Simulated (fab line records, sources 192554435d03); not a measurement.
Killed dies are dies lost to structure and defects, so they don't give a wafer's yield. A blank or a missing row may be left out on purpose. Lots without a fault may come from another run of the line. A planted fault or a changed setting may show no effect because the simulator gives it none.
fab line records | flow n5_finfet
record lots=7 wafers=39
route steps=1938 shown STI_FIN_REVEAL@190 ILD0@342 BEOL_M0_SAQP@636 BEOL_M1@800
start_h: hours from the record's first day to the start of the lot's first wafer shown | wait_h: hours since the lot's step before | " the same as in the row above | L1.1+2: a row that stands for several wafers | - no value, or no start given | * or withheld: withheld | < > ~ a bound
route shown NAME@n: a module of which the file shows steps, and the number in the route of the first | usual: mean/standard deviation of fault-free wafers | same: alike in all rows | chamber/n: place in a boat | sites: the reading at each site | _std_site: their standard deviation | _edge_site: outer sites' mean less inner sites' | radius_mm: how far each site lies from the wafer's centre | mask NAME#n: copy n | behind: the tool/chamber that last shaped the wafer | hold: why the lot was held/for how many hours/how that ended | device: the transistor (n, p or np) that didn't switch | end of line: the same wafers' tests at the end of the route | a step without rows: its recipe alone | killed: dies lost to structure and defects at the first sort, not the wafer's yield | map: a wafer's dies, x killed, . not, _ none there
set.NAME: the setting as run; set.NAME@STEP: as run at that earlier step | model.NAME: the simulator's own value behind a step, which no gauge read
lots whose settings were changed on purpose; a table a step, a row a wafer
## steps
# step N5_STI_FIN_REVEAL_ETCHBACK_08
# recipe chemistry=C4F6/O2 target=SiO2 target_depth_a=305 time_s=10.167 ion_energy_ev=250 pressure_mtorr=30 source_w=345 bias_w=185 Ar_flow_sccm=300 C4F6_flow_sccm=10 O2_flow_sccm=10
# columns lot.wafer tool chamber start_h wait_h set.target_depth_a
L074.1+2+4 rie_diel-01 2,3,0 33.32 0.2 305
L074.3+5+6 " 1,3,2 " " 426.4
L077.1+5+6 rie_diel-01 1,2,1 52.49 0.2 305
L081.1+2+5 rie_diel-03 2,3,3 75.72 0.3 246
L081.3+4+6 " 1,0,0 " " 305
L083.1+3+4 rie_diel-05 1,2,0 87.88 0.2 305
L083.2+5+6 " 3,3,0 " " 211.8
L086.1+5+6 rie_diel-03 2,2,1 110.19 0.2 305
L086.2+3+4 " 1,0,3 " " 474.6
L094.1+2+3+4+5+6 rie_diel-05 1,0,3,0,3,1 153.24 0.2 305
L097.1+2+3+4+5+6 rie_diel-01 0,2,1,3,2,1 172.52 0.4 305
# step N5_STI_FIN_REVEAL_STRIP_24
# recipe chemistry=N2/H2 time_s=90 power_w=100 temp_c=40 pressure_mtorr=100 rf_frequency_hz=6e+07 bias_power_w=3 n2_flow_sccm=300 h2_flow_sccm=300
# step N5_STI_FIN_REVEAL_PRECLEAN_25
# recipe chemistry=SPM time_s=90 temp_c=120 mix=4:1
# step N5_STI_FIN_REVEAL_SRD_23
# recipe dry=ipa_marangoni time_s=30 temp_c=23 rinse_liquid=diw
# step N5_STI_FIN_REVEAL_FIN_H_MEAS_10
# usual trench_depth_nm=52.0/0.82
# columns lot.wafer tool chamber start_h wait_h set.target_depth_a@STI_FIN_REVEAL_ETCHBACK_08 trench_depth_nm
L074.1 ocd-02 - 36.29 0.0 305 52.8
L074.2 " - " " 305 52.3
L074.3 " - " " 426.4 64.2
L074.4 " - " " 305 51.3
L074.5 " - " " 426.4 64.3
L074.6 " - " " 426.4 64.3
L077.1 ocd-01 - 55.68 0.0 305 52.2
L077.5 " - " " 305 52.3
L077.6 " - " " 305 52.6
L081.1 ocd-01 - 78.73 0.0 246 45.3
L081.2 " - " " 246 46.0
L081.3 " - " " 305 51.6
L081.4 " - " " 305 50.5
L081.5 " - " " 246 46.4
L081.6 " - " " 305 50.9
L083.1 ocd-01 - 91.08 0.0 305 52.2
L083.2 " - " " 211.8 43.5
L083.3 " - " " 305 52.2
L083.4 " - " " 305 53.7
L083.5 " - " " 211.8 43.1
L083.6 " - " " 211.8 43.8
L086.1 ocd-02 - 113.19 0.0 305 52.6
L086.2 " - " " 474.6 70.6
L086.3 " - " " 474.6 68.6
L086.4 " - " " 474.6 71.6
L086.5 " - " " 305 52.2
L086.6 " - " " 305 53.2
L094.1 ocd-02 - 156.21 0.0 305 51.8
L094.2 " - " " 305 54.1
L094.3 " - " " 305 53.0
L094.4 " - " " 305 53.8
L094.5 " - " " 305 53.0
L094.6 " - " " 305 52.5
L097.1 ocd-02 - 175.52 0.0 305 52.2
L097.2 " - " " 305 52.5
L097.3 " - " " 305 52.1
L097.4 " - " " 305 52.6
L097.5 " - " " 305 52.9
L097.6 " - " " 305 51.9
# step N5_ILD0_PRECLEAN_10
# recipe chemistry=NF3:NH3 afs_cycles=5 time_s=20 temp_c=30 sublimation_temp_c=180 sublimation_time_s=60 pressure_torr=3 rf_power_w=30
# columns lot.wafer tool chamber start_h wait_h set.time_s model.SiO2_flowable_of_ILD0_FCVD_FILL_01.thk_nm
L074.1+3+4 remote_plasma-01 0 59.97 0.0 8.89 129.4
L074.2 " 0 " " 20 120
L074.5 " 0 " " 20 120.6
L074.6 " 0 " " 20 120.4
L077.1 remote_plasma-02 1 79.00 0.0 20 119
L077.5 " 1 " " 20 120
L077.6 " 1 " " 20 119.4
L081.1+6 remote_plasma-01 0 105.38 0.0 20 119.4
L081.2 " 0 " " 20 119.2
L081.3 " 0 " " 20 119.6
L081.4 " 0 " " 20 118.8
L081.5 " 0 " " 20 119
L083.1 remote_plasma-01 0 114.44 0.0 9.793 130.2
L083.2 " 0 " " 20 120.8
L083.3 " 0 " " 20 120.4
L083.4 " 0 " " 20 119.6
L083.5+6 " 0 " " 9.793 128
L086.1 remote_plasma-02 1 136.45 0.0 20 119
L086.2 " 1 " " 20 120.4
L086.3+5 " 1 " " 20 119.8
L086.4 " 1 " " 20 120.2
L086.6 " 1 " " 20 119.2
L094.1 remote_plasma-01 0 184.12 0.0 28.41 113.4
L094.2+3 " 0 " " 28.41 114.6
L094.4+5 " 0 " " 20 120.6
L094.6 " 0 " " 20 120.2
L097.1 remote_plasma-01 1 202.34 0.0 24.84 115
L097.2 " 1 " " 24.84 115.6
L097.3+5 " 1 " " 20 119.4
L097.4 " 1 " " 20 119.6
L097.6 " 1 " " 24.84 115.8
# step N5_BEOL_M0_SAQP_PECVD_96
# recipe material=a-Si target_thk_a=450 temp_c=350 precursor=SiH4/He pressure_torr=3 rf_w=100 time_s=45.2
# columns lot.wafer tool chamber start_h wait_h set.time_s model.a-Si_of_BEOL_M0_SAQP_PECVD_96.thk_nm
L074.1+3 pecvd-01 2,0 109.12 0.0 45.2 44.4
L074.2+6 " 1,0 " " 35.62 35.4
L074.4 " 2 " " 35.62 35
L074.5 " 1 " " 45.2 45
L077.1+6 pecvd-01 0 123.80 0.0 45.2 44.8
L077.5 " 2 " " 45.2 45.2
L081.1 pecvd-02 2 151.62 0.0 21.28 21.8
L081.2 " 1 " " 45.2 45.6
L081.3 " 0 " " 45.2 46
L081.4+5 " 2,0 " " 21.28 22.4
L081.6 " 1 " " 45.2 46.4
L083.1 pecvd-04 0 157.78 0.0 45.2 44.4
L083.2 " 2 " " 37.05 36.6
L083.3 " 1 " " 45.2 45.2
L083.4 " 0 " " 37.05 37.2
L083.5 " 1 " " 45.2 46.4
L083.6 " 2 " " 37.05 37.6
L086.1+5 pecvd-01 0 185.68 0.0 18.2 18
L086.2 " 1 " " 18.2 18.2
L086.3 " 2 " " 45.2 44
L086.4 " 1 " " 45.2 45.8
L086.6 " 2 " " 45.2 45.4
L094.1+2 pecvd-04 0,2 232.44 0.0 45.2 44.6
L094.3 " 1 " " 45.2 45
L094.4 " 1 " " 45.2 46.4
L094.5 " 0 " " 45.2 45.8
L094.6 " 2 " " 45.2 45.2
L097.1 pecvd-04 2 250.53 0.0 45.2 44
L097.2 " 1 " " 38.01 37
L097.3 " 0 " " 38.01 36.8
L097.4+6 " 1,2 " " 45.2 44.8
L097.5 " 0 " " 38.01 37.6
# step N5_BEOL_M0_SAQP_PECVD_97
# recipe material=SiNx target_thk_a=230 temp_c=350 precursor=SiH4/NH3/N2 pressure_torr=1.5 rf_w=300 time_s=19.9
# step N5_BEOL_M0_SAQP_PECVD_04
# recipe material=a-Si target_thk_a=600 temp_c=350 precursor=SiH4/He pressure_torr=3 rf_w=100 time_s=60.2
# step N5_BEOL_M0_SAQP_ETCH_101
# recipe chemistry=CH3F/O2 target=SiNx mask_material=SiO2 target_depth_a=299 time_s=42.7 pressure_mtorr=30 source_w=395 bias_w=73 Ar_flow_sccm=150 CH3F_flow_sccm=30 O2_flow_sccm=20 ion_energy_ev=120
# step N5_BEOL_M0_SAQP_ETCH_102
# recipe chemistry=CF4 target=SiO2 target_depth_a=40 ion_energy_ev=350 time_s=4.4 pressure_mtorr=10 icp_w=800 bias_w=400 cf4_flow_sccm=80
# step N5_BEOL_M0_SAQP_MANDREL_ETCH_103
# recipe chemistry=HBr/Cl2 target=a-Si target_depth_a=450 bt_time_s=10 stop_on=SiCN mask_material=SiO2 over_etch_frac=0.8 time_s=27 pressure_mtorr=10 icp_w=800 bias_w=75 HBr_flow_sccm=150 Cl2_flow_sccm=80 ends=end_point
# usual oes_product_au=0.679/0.01
# columns lot.wafer tool chamber start_h wait_h set.time_s@BEOL_M0_SAQP_PECVD_96 oes_product_au model.etch.depth_nm
L074.1 rie_si-01 3 111.92 0.0 45.2 0.670 44.42
L074.2 " 1 " " 35.62 0.583 35.41
L074.3 " 0 " " 45.2 0.684 44.4
L074.4 " 2 " " 35.62 0.588 35.03
L074.5 " 3 " " 45.2 0.684 45.09
L074.6 " 2 " " 35.62 0.592 35.48
L077.1 rie_si-02 2 126.40 0.0 45.2 0.675 44.73
L077.5 " 1 " " 45.2 0.675 45.13
L077.6 " 0 " " 45.2 0.678 44.9
L081.1 rie_si-01 2 154.28 0.0 21.28 0.470 21.72
L081.2 " 3 " " 45.2 0.678 45.68
L081.3 " 0 " " 45.2 0.701 45.91
L081.4 " 1 " " 21.28 0.465 22.3
L081.5 " 0 " " 21.28 0.484 22.33
L081.6 " 3 " " 45.2 0.686 46.5
L083.1 rie_si-02 1 160.60 0.0 45.2 0.664 44.31
L083.2 " 0 " " 37.05 0.615 36.64
L083.3 " 3 " " 45.2 0.679 45.28
L083.4 " 2 " " 37.05 0.609 37.19
L083.5 " 0 " " 45.2 0.683 46.34
L083.6 " 1 " " 37.05 0.615 37.59
L086.1 rie_si-02 1 188.78 0.0 18.2 0.434 17.97
L086.2 " 2 " " 18.2 0.444 18.23
L086.3 " 3 " " 45.2 0.679 44.01
L086.4 " 0 " " 45.2 0.688 45.85
L086.5 " 1 " " 18.2 0.439 18.03
L086.6 " 0 " " 45.2 0.697 45.48
L094.1 rie_si-02 0 235.00 0.0 45.2 0.677 44.53
L094.2 " 3 " " 45.2 0.688 44.7
L094.3 " 2 " " 45.2 0.673 44.97
L094.4 " 1 " " 45.2 0.683 46.34
L094.5 " 0 " " 45.2 0.698 45.72
L094.6 " 1 " " 45.2 0.673 45.27
L097.1 rie_si-01 1 253.33 0.0 45.2 0.665 43.98
L097.2 " 2 " " 38.01 0.604 37.02
L097.3 " 0 " " 38.01 0.606 36.79
L097.4 " 3 " " 45.2 0.669 44.84
L097.5 " 0 " " 38.01 0.622 37.68
L097.6 " 3 " " 45.2 0.673 44.75
# step N5_BEOL_M1_TRENCH_ETCH_37
# recipe chemistry=C4F6/O2 target_depth_a=552.07 target=SiOC time_s=29 ion_energy_ev=250 pressure_mtorr=30 source_w=355 bias_w=185 Ar_flow_sccm=300 C4F6_flow_sccm=10 O2_flow_sccm=10
# columns lot.wafer tool chamber start_h wait_h set.time_s model.etch.depth_nm model.BEOL_M1.feature_depth_nm model.TiN_of_BEOL_M1_HM_DEP_02.thk_nm
L074.1 rie_diel-04 0 - - 29 56.66 56.6 17.8
L074.2 " 2 " " 36.45 70.55 70.6 17.4
L074.3 " 3 " " 29 53.86 53.8 18.2
L074.4 " 1 " " 36.45 68.43 68.4 17.4
L074.5 " 0 " " 36.45 70.11 70.2 17.6
L074.6 " 1 " " 29 54.76 54.8 18.2
L077.1 rie_diel-02 3 - - 29 55.01 55 17.8
L077.5 " 3 " " 29 54.94 55 17.8
L077.6 " 1 " " 29 54.38 54.4 17.6
L081.1 rie_diel-02 1 - - 36.67 68.95 69 17.6
L081.2 " 2 " " 36.67 69.41 69.4 17.2
L081.3 " 0 " " 29 56.97 57 17.6
L081.4 " 3 " " 29 55.3 55.4 17.8
L081.5 " 1 " " 29 54.04 54 17.8
L081.6 " 2 " " 36.67 69.78 69.8 17.4
L083.1 rie_diel-04 0 - - 29 55.75 55.8 18
L083.2 " 1 " " 29 54 54 18.2
L083.3 " 3 " " 29 54.42 54.4 18
L083.4 " 2 " " 29 56.54 56.6 17.8
L083.5 " 1 " " 29 54.28 54.2 17.8
L083.6 " 0 " " 29 56.31 56.4 17.8
L086.1 rie_diel-02 3 - - 29 54.68 54.6 17.4
L086.2 " 0 " " 23.7 45.94 46 17.8
L086.3 " 1 " " 29 54.16 54.2 17.6
L086.4 " 2 " " 23.7 44.92 45 18
L086.5 " 1 " " 23.7 44.19 44.2 18
L086.6 " 0 " " 29 55.96 56 17.4
L094.1 rie_diel-06 1 - - 29 56.23 56.2 17.6
L094.2 " 0 " " 29 54.7 54.6 17.6
L094.3 " 2 " " 23.76 45.39 45.4 18.2
L094.4 " 3 " " 29 54.42 54.4 17.8
L094.5 " 0 " " 23.76 44.91 45 18.2
L094.6 " 1 " " 23.76 46.13 46.2 18
L097.1 rie_diel-02 3 - - 29 55.6 55.6 17.8
L097.2 " 0 " " 19.21 37.54 37.6 18.4
L097.3 " 1 " " 29 55.7 55.8 17.6
L097.4 " 2 " " 19.21 36.18 36.2 18.6
L097.5 " 1 " " 29 55.19 55.2 17.8
L097.6 " 0 " " 19.21 37.38 37.4 18.4
# step N5_BEOL_M1_ETCH_41
# recipe chemistry=CH3F/O2 target=SiCN target_depth_a=319 taper_deg=2 time_s=57.8 ion_energy_ev=120 mask_material=TiN pressure_mtorr=30 source_w=395 bias_w=75 Ar_flow_sccm=150 CH3F_flow_sccm=30 O2_flow_sccm=20
# step N5_BEOL_M1_STRIP_97
# recipe chemistry=N2/H2 time_s=10 power_w=450 temp_c=40 pressure_mtorr=20 rf_frequency_hz=6e+07 bias_power_w=7 n2_flow_sccm=200 h2_flow_sccm=200
# step N5_BEOL_M1_OCD_MEAS_38
# usual trench_depth_nm=55.3/0.99
# columns lot.wafer tool chamber start_h wait_h set.time_s@BEOL_M1_TRENCH_ETCH_37 trench_depth_nm
L074.1 ocd-02 - 133.73 - 29 56.8
L074.2 " - " " 36.45 70.6
L074.3 " - " " 29 54.1
L074.4 " - " " 36.45 68.4
L074.5 " - " " 36.45 70.7
L074.6 " - " " 29 55.2
L077.1 ocd-02 - 144.34 - 29 54.7
L077.5 " - " " 29 55.0
L077.6 " - " " 29 53.9
L081.1 ocd-01 - 171.01 - 36.67 69.0
L081.2 " - " " 36.67 68.5
L081.3 " - " " 29 57.3
L081.4 " - " " 29 55.6
L081.5 " - " " 29 53.9
L081.6 " - " " 36.67 70.1
L083.1 ocd-02 - 180.60 - 29 55.4
L083.2 " - " " 29 54.2
L083.3 " - " " 29 54.7
L083.4 " - " " 29 56.6
L083.5 " - " " 29 54.3
L083.6 " - " " 29 56.6
L086.1 ocd-01 - 207.94 - 29 54.8
L086.2 " - " " 23.7 46.2
L086.3 " - " " 29 54.0
L086.4 " - " " 23.7 44.9
L086.5 " - " " 23.7 44.0
L086.6 " - " " 29 56.1
L094.1 ocd-01 - 258.78 - 29 56.7
L094.2 " - " " 29 54.6
L094.3 " - " " 23.76 45.4
L094.4 " - " " 29 54.1
L094.5 " - " " 23.76 45.0
L094.6 " - " " 23.76 45.9
L097.1 ocd-01 - 267.47 - 29 55.6
L097.2 " - " " 19.21 37.4
L097.3 " - " " 29 56.1
L097.4 " - " " 19.21 36.3
L097.5 " - " " 29 55.1
L097.6 " - " " 19.21 37.4
# step N5_BEOL_M1_ALD_84
# recipe material=TaN target_thk_a=* temp_c=275 ald_precursor_family=PDMAT ald_co_reactant=NH3 pressure_torr=3 carrier_flow_sccm=1500 pulse_time_s=2 purge_time_s=3 co_reactant_purge_time_s=2 co_reactant_pulse_time_s=3 ald_cycles=30 precursor_vessel_temp_c=75 precursor_vessel_pressure_torr=26.25 precursor_vessel_carrier_sccm=1000
# columns lot.wafer tool chamber start_h wait_h set.ald_cycles model.TaN_of_BEOL_M1_ALD_84.thk_nm
L074.1+3+4+5+6 ald_metal-01 0,2,1,1,0 134.41 0.1 30 *
L074.2 " 3 " " 30 *
L077.1+5+6 ald_metal-01 0,1,2 145.40 0.0 30 *
L081.1+4+6 ald_metal-01 3,2,3 171.35 0.1 30 *
L081.2+3+5 " 1,0,0 " " 43 *
L083.1+2+6 ald_metal-01 0,2,3 181.37 0.1 30 *
L083.3+4+5 " 3,1,2 " " 16 *
L086.1+4+6 ald_metal-02 0,3,1 208.69 0.0 30 *
L086.2+3+5 " 2,1,0 " " 44 *
L094.1+2+6 ald_metal-03 1,2,2 259.33 0.1 30 *
L094.3+4+5 " 3,0,3 " " 19 *
L097.1+2+5 ald_metal-01 1,3,3 268.32 0.1 24 *
L097.3+6 " 2 " " 30 *
L097.4 " 0 " " 30 *
## key
split step=N5_STI_FIN_REVEAL_ETCHBACK_08 setting=target_depth_a stated=305 by=wafer
response step=N5_STI_FIN_REVEAL_FIN_H_MEAS_10 reading=trench_depth_nm change=+0.308 per=1% r=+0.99
split step=N5_ILD0_PRECLEAN_10 setting=time_s stated=20 by=wafer
response step=N5_ILD0_PRECLEAN_10 reading=model.SiO2_flowable_of_ILD0_FCVD_FILL_01.thk_nm change=-0.161 per=1% r=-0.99
split step=N5_BEOL_M0_SAQP_PECVD_96 setting=time_s stated=45.2 by=wafer
response step=N5_BEOL_M0_SAQP_PECVD_96 reading=model.a-Si_of_BEOL_M0_SAQP_PECVD_96.thk_nm change=+0.451 per=1% r=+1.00
response step=N5_BEOL_M0_SAQP_MANDREL_ETCH_103 reading=oes_product_au change=+0.00409 per=1% r=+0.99
response step=N5_BEOL_M0_SAQP_MANDREL_ETCH_103 reading=model.etch.depth_nm change=+0.452 per=1% r=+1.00
split step=N5_BEOL_M1_TRENCH_ETCH_37 setting=time_s stated=29 by=wafer
response step=N5_BEOL_M1_TRENCH_ETCH_37 reading=model.etch.depth_nm change=+0.545 per=1% r=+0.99
response step=N5_BEOL_M1_TRENCH_ETCH_37 reading=model.BEOL_M1.feature_depth_nm change=+0.545 per=1% r=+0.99
response step=N5_BEOL_M1_TRENCH_ETCH_37 reading=model.TiN_of_BEOL_M1_HM_DEP_02.thk_nm change=-0.0209 per=1% r=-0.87
response step=N5_BEOL_M1_OCD_MEAS_38 reading=trench_depth_nm change=+0.544 per=1% r=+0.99
split step=N5_BEOL_M1_ALD_84 setting=ald_cycles stated=30 by=wafer
response step=N5_BEOL_M1_ALD_84 reading=model.TaN_of_BEOL_M1_ALD_84.thk_nm change=* per=1% r=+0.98
